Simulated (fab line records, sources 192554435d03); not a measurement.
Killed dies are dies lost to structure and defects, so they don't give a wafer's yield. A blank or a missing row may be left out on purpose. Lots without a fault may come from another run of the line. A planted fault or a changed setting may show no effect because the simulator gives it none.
A struck lot beside a sound one | flow n5_finfet | 14 steps out of a route of 1938
Sound: wafers L386.1, L386.3, L386.6. Struck: wafer L376.3. (L376.2, L376.6 of the same lot were not struck and are left out.) The cause comes at the end.
At each step with rows: each side's tool, then ch and its chambers, then its first start. Under that, the readings that differ: sound wafers | struck wafers | difference of the means | sigmas: that difference in standard deviations of wafers without a fault.
alike: readings whose means differ by less than 2 such deviations, and words and numbers that are the same on both sides. not compared: withheld readings, readings that some wafer has no value for, bounds like >300 that may hide the same value, and numbers for which the record gives no deviation and whose values overlap.
The two part at a step that has a row with sigmas, a row that says differs or no value, or rows on one side only. Numbers that don't overlap but have no deviation are shown without sigmas and don't part them. A reading that every wafer of one side lacks parts them only if that side has two wafers or more.

N5_BEOL_M6_OVL_MEAS_29:
  sound on overlay-02 ch 0, day 13 02:25; struck on overlay-02 ch 0, day 10 19:08
  alike: V5_OVL
N5_BEOL_M6_INSPECT_30: inspects for defects (brightfield).
  sound on defect_inspect-02, day 13 02:28; struck on defect_inspect-02, day 10 19:11
  alike: raw_defect_count
N5_BEOL_M6_DESCUM_33: chemistry O2, time 7 s.
  sound on rie_diel-04 ch 0,1,3, day 13 02:48; struck on rie_diel-04 ch 1, day 10 19:13
  alike: drypump_motor_current_A, o2_flow_sccm, oes_product_au, rf_vpp_V, showerhead_plenum_p_Torr, throttle_valve_pct
  not compared: rf_hours_counter_h
N5_BEOL_M6_ETCH_72: etches underlayer in N2/H2, target depth 6.5 nm, time 5.2 s.
  sound on rie_diel-04 ch 0,1,3, day 13 02:50; struck on rie_diel-04 ch 1, day 10 19:15
  alike: drypump_motor_current_A, etch_rf_on_time_s, oes_product_au, rf_vpp_V, showerhead_plenum_p_Torr, throttle_valve_pct
  not compared: rf_hours_counter_h
then, 4 steps without rows for these wafers: N5_BEOL_M6_ETCH_65 (etches SiARC in CF4, target depth 15.6 nm, time 26 s); N5_BEOL_M6_ETCH_66 (etches SOC in N2/H2, target depth 80 nm, overetch 16 nm, time 120 s); N5_BEOL_M6_STRIP_69 (strips in N2/H2); N5_BEOL_M6_STRIP_73 (strips in N2/H2).
N5_BEOL_M6_VIA_ETCH_34: etches SiCOH lowk in C4F6/O2, target depth 126.3 nm, time 50.9 s.
  sound on rie_diel-04 ch 0,1,3, day 13 02:59; struck on rie_diel-04 ch 1, day 10 19:23
  alike: drypump_motor_current_A, oes_product_au, rf_vpp_V, run_length_s, showerhead_plenum_p_Torr, throttle_valve_pct
  not compared: rf_hours_counter_h
then, 1 step without rows for these wafers: N5_BEOL_M6_STRIP_76 (strips in C4F6/O2).
N5_BEOL_M6_STRIP_36: strips in N2/H2.
  sound on rie_diel-04 ch 0,1,3, day 13 03:02; struck on rie_diel-04 ch 1, day 10 19:27
  alike: drypump_motor_current_A, oes_product_au, rf_vpp_V, showerhead_plenum_p_Torr, throttle_valve_pct
  not compared: rf_hours_counter_h
N5_BEOL_M6_TRENCH_ETCH_37: etches SiCOH lowk in C4F6/O2, target depth 94.435 nm, time 31.5 s.
  sound on rie_diel-04 ch 0,1,3; struck on rie_diel-04 ch 1
  alike: drypump_motor_current_A, oes_product_au, rf_vpp_V, run_length_s, showerhead_plenum_p_Torr, throttle_valve_pct
  not compared: rf_hours_counter_h
N5_BEOL_M6_ETCH_41: etches SiCN in CH3F/O2, target depth 29.7 nm, time 52 s.
  sound on rie_diel-04 ch 0,1,3, day 13 03:07; struck on rie_diel-04 ch 1, day 10 19:31
  reading                  | sound             | struck | difference | sigmas
  run_length_s (s)         | 75.0 75.5 74.6    | 69.4   | -5.6       | -11
  model.etch.depth_nm (nm) | 18.88 19.38 19.29 | 17.67  | -1.51      |
  alike: drypump_motor_current_A, oes_product_au, rf_vpp_V, showerhead_plenum_p_Torr, throttle_valve_pct
  not compared: rf_hours_counter_h
then, 1 step without rows for these wafers: N5_BEOL_M6_STRIP_80 (strips in N2/H2, time 10 s).

WHERE THEY PART
Only at N5_BEOL_M6_ETCH_41, within this record.

WHY: what the simulator had put in
Process parameter drift: rie_diel-04, from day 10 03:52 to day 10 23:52, at N5_BEOL_M6_ETCH_41. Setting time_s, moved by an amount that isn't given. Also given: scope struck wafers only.
